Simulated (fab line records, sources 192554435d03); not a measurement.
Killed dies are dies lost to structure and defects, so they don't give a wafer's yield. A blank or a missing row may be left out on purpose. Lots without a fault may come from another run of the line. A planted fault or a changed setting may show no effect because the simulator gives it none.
Chamber matching | flow n5_finfet | N5_BEOL_M5_STRIP_36 on rie_diel-02: 4 sister chambers
The step strips in N2/H2. 16 wafers are shown with their chamber, then 8 later ones without.

WAFERS WITH THEIR CHAMBER
wafer  | chamber | drypump_motor_current_A (A) | showerhead_plenum_p_Torr (Torr) | throttle_valve_pct (%)
L074.2 | 3       | 4.9                         | 2.61                            | 23.51
L074.3 | 2       | 5.1                         | 2.46                            | 23.60
L074.4 | 0       | 6.1                         | 2.66                            | 23.49
L077.2 | 1       | 5.8                         | 2.50                            | 23.93
L077.3 | 3       | 4.9                         | 2.60                            | 23.52
L077.4 | 0       | 6.1                         | 2.66                            | 23.51
L079.1 | 0       | 6.1                         | 2.66                            | 23.48
L079.4 | 3       | 4.9                         | 2.60                            | 23.52
L079.6 | 3       | 4.9                         | 2.60                            | 23.53
L083.1 | 2       | 5.0                         | 2.46                            | 23.64
L083.4 | 3       | 4.9                         | 2.60                            | 23.55
L083.5 | 0       | 6.1                         | 2.65                            | 23.50
L085.3 | 1       | 5.9                         | 2.49                            | 23.56
L085.5 | 2       | 5.1                         | 2.45                            | 23.66
L085.6 | 3       | 4.9                         | 2.60                            | 23.56
L088.2 | 3       | 4.9                         | 2.59                            | 23.57

SIGNATURES (means of the wafers above)
reading                  | chamber 0 | chamber 1 | chamber 2 | chamber 3 | scatter within a chamber
drypump_motor_current_A  | 6.100     | 5.850     | 5.067     | 4.900     | 0.0312
showerhead_plenum_p_Torr | 2.6575    | 2.4950    | 2.4567    | 2.6000    | 0.00571
throttle_valve_pct       | 23.4950   | 23.7450   | 23.6333   | 23.5371   | 0.0785
Rule: a wafer's distance from a chamber is the root of the sum, over the readings, of the square of ((its reading less the chamber's mean) divided by the reading's scatter). The wafer belongs to the nearest chamber; if the next one is less than 2 further off, it can't be placed. The scatter: the root of (the sum of the squares of (reading less its chamber's mean) over the shown wafers, divided by (wafers less chambers)).

WAFERS WITHOUT THEIR CHAMBER
wafer  | drypump_motor_current_A (A) | showerhead_plenum_p_Torr (Torr) | throttle_valve_pct (%)
L088.5 | 5.8                         | 2.49                            | 23.58
L088.6 | 6.1                         | 2.65                            | 23.52
L087.1 | 5.1                         | 2.45                            | 23.64
L087.2 | 6.1                         | 2.65                            | 23.50
L087.3 | 5.8                         | 2.49                            | 23.60
L091.1 | 5.8                         | 2.49                            | 23.57
L091.2 | 6.1                         | 2.65                            | 23.53
L091.3 | 6.1                         | 2.64                            | 23.49

WHICH CHAMBER EACH WENT THROUGH
wafer  | from the rows above | in truth
L088.5 | 1                   | 1
L088.6 | 0                   | 0
L087.1 | 2                   | 2
L087.2 | 0                   | 0
L087.3 | 1                   | 1
L091.1 | 1                   | 1
L091.2 | 0                   | 0
L091.3 | 0                   | 0
Placed correctly: 8 of 8. Can't be placed from these rows: 0. Placed wrongly: 0.
